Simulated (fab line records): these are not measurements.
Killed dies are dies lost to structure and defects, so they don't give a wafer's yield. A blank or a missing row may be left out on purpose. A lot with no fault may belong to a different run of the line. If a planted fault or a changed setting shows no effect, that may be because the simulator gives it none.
Lot-split experiment / flow n5Finfet / route with 1938 steps; 7 lots, 21 wafers read

## ABOUT THE SPLIT
At N5_PMOS_HMC_CHANNEL_EPI_PEB_07 (peb time 60 s), the setting pebTimeS was moved away from the recipe's 60 s on 6 of the 21 wafers read, by -21.7% to +20.7%. This setting was run at the recipe's value on the other wafers.

## FROM THE SPLIT TO THE READING: what the file shows between them, 1 step
- N5_PMOS_HMC_CHANNEL_EPI_DEVELOP_08: develop time 30 s (also split here: developTimeS)

## THE READING
Shown in nm: cdNm at N5_PMOS_HMC_CHANNEL_EPI_CD_MEAS_09, with target cd 237.4 nm. Typical for fault-free wafers on this fab line: 237.1 nm, with standard deviation 0.8 nm.

wafer=L074.4; tool, chamber at the split=lithoTrack-05, 0; pebTimeS as run, s=60; against the recipe=recipe; cdNm, nm=237.7; against lot-mates on the recipe=-
wafer=L074.5; tool, chamber at the split=lithoTrack-05, 0; pebTimeS as run, s=72.42; against the recipe=+20.7%; cdNm, nm=243.3; against lot-mates on the recipe=+5.6
wafer=L074.6; tool, chamber at the split=lithoTrack-05, 0; pebTimeS as run, s=72.42; against the recipe=+20.7%; cdNm, nm=245.1; against lot-mates on the recipe=+7.4
wafer=L075.2; tool, chamber at the split=lithoTrack-05, 0; pebTimeS as run, s=60; against the recipe=recipe; cdNm, nm=236.2; against lot-mates on the recipe=-
wafer=L075.3; tool, chamber at the split=lithoTrack-05, 0; pebTimeS as run, s=60; against the recipe=recipe; cdNm, nm=237.7; against lot-mates on the recipe=-
wafer=L075.6; tool, chamber at the split=lithoTrack-05, 0; pebTimeS as run, s=55.33; against the recipe=-7.8%; cdNm, nm=233.4; against lot-mates on the recipe=-3.5
wafer=L076.3; tool, chamber at the split=lithoTrack-02, 0; pebTimeS as run, s=56.5; against the recipe=-5.8%; cdNm, nm=234.8; against lot-mates on the recipe=-2.0
wafer=L076.5; tool, chamber at the split=lithoTrack-02, 0; pebTimeS as run, s=60; against the recipe=recipe; cdNm, nm=237.0; against lot-mates on the recipe=-
wafer=L076.6; tool, chamber at the split=lithoTrack-02, 0; pebTimeS as run, s=60; against the recipe=recipe; cdNm, nm=236.7; against lot-mates on the recipe=-
wafer=L080.1; tool, chamber at the split=lithoTrack-04, 0; pebTimeS as run, s=46.98; against the recipe=-21.7%; cdNm, nm=225.5; against lot-mates on the recipe=-12.5
wafer=L080.5; tool, chamber at the split=lithoTrack-04, 0; pebTimeS as run, s=46.98; against the recipe=-21.7%; cdNm, nm=228.3; against lot-mates on the recipe=-9.7
wafer=L080.6; tool, chamber at the split=lithoTrack-04, 0; pebTimeS as run, s=60; against the recipe=recipe; cdNm, nm=238.0; against lot-mates on the recipe=-
wafer=L085.3; tool, chamber at the split=lithoTrack-05, 0; pebTimeS as run, s=60; against the recipe=recipe; cdNm, nm=236.3; against lot-mates on the recipe=-
wafer=L085.4; tool, chamber at the split=lithoTrack-05, 0; pebTimeS as run, s=60; against the recipe=recipe; cdNm, nm=236.0; against lot-mates on the recipe=-
wafer=L085.5; tool, chamber at the split=lithoTrack-05, 0; pebTimeS as run, s=60; against the recipe=recipe; cdNm, nm=237.1; against lot-mates on the recipe=-
wafer=L086.1; tool, chamber at the split=lithoTrack-04, 0; pebTimeS as run, s=60; against the recipe=recipe; cdNm, nm=236.4; against lot-mates on the recipe=-
wafer=L086.2; tool, chamber at the split=lithoTrack-04, 0; pebTimeS as run, s=60; against the recipe=recipe; cdNm, nm=237.1; against lot-mates on the recipe=-
wafer=L086.5; tool, chamber at the split=lithoTrack-04, 0; pebTimeS as run, s=60; against the recipe=recipe; cdNm, nm=236.7; against lot-mates on the recipe=-
wafer=L097.3; tool, chamber at the split=lithoTrack-05, 0; pebTimeS as run, s=60; against the recipe=recipe; cdNm, nm=237.3; against lot-mates on the recipe=-
wafer=L097.5; tool, chamber at the split=lithoTrack-05, 0; pebTimeS as run, s=60; against the recipe=recipe; cdNm, nm=238.6; against lot-mates on the recipe=-
wafer=L097.6; tool, chamber at the split=lithoTrack-05, 0; pebTimeS as run, s=60; against the recipe=recipe; cdNm, nm=236.7; against lot-mates on the recipe=-

THE FIT
A straight line over all 21 wafers: cdNm changes by +0.409 nm for each +1% of pebTimeS; r = +0.97; the points scatter about the line by 0.98 nm.
The same after taking each lot's own level away (the mean of its wafers on the recipe; 21 wafers): +0.414 nm for each +1%; r = +0.96; scatter 1.1 nm.
The reading moves by 9 nm for the largest change in pebTimeS, on that fit.
The lots' own levels span 236.47 to 238.00 nm, that is 1.9 times the standard deviation above.
Hence the lot-to-lot level has little effect on the slope; both slopes agree.
Check: for one of the wafers moved furthest among these (-21.7%), held out of the fit, the line's prediction against its lot-mates is -8.17 nm. Against them it came out at -12.5 nm.

## ADDITIONAL SPLITS CARRIED BY THESE WAFERS
Note: prior to the reading, these wafers also went through further splits. Each is held against what the fit with the lots' levels taken away leaves over:
other split on the same wafers=N5_ZERO_LAYER_EXPOSE_08 doseMj; wafers away from the commonest value=2; r with cdNm (lot level and that fit taken away)=-0.14
other split on the same wafers=N5_WELL_APT_COAT_02 spinRpm; wafers away from the commonest value=8; r with cdNm (lot level and that fit taken away)=-0.54
other split on the same wafers=N5_PMOS_HMC_CHANNEL_EPI_DEVELOP_08 developTimeS; wafers away from the commonest value=7; r with cdNm (lot level and that fit taken away)=+0.20

## THE WHOLE CHAIN: every reading that the file lists as answering this split, in the file's order
step=N5_PMOS_HMC_CHANNEL_EPI_CD_MEAS_09; what it does=target cd 237.4 nm; reading=cdNm; change (the file's fit)=+0.417 nm for each +1% of the setting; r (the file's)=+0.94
step=N5_PMOS_HMC_CHANNEL_EPI_DESCUM_14; what it does=chemistry O2, time 7.9 s; reading=PMOS_HMC_CHANNEL_EPI.cdNm (the simulator's own value, which no gauge read); change (the file's fit)=+0.409 nm for each +1% of the setting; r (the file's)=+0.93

## FILE'S OWN FIT
cdNm changes by +0.417 nm for each +1% of pebTimeS, r = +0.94.
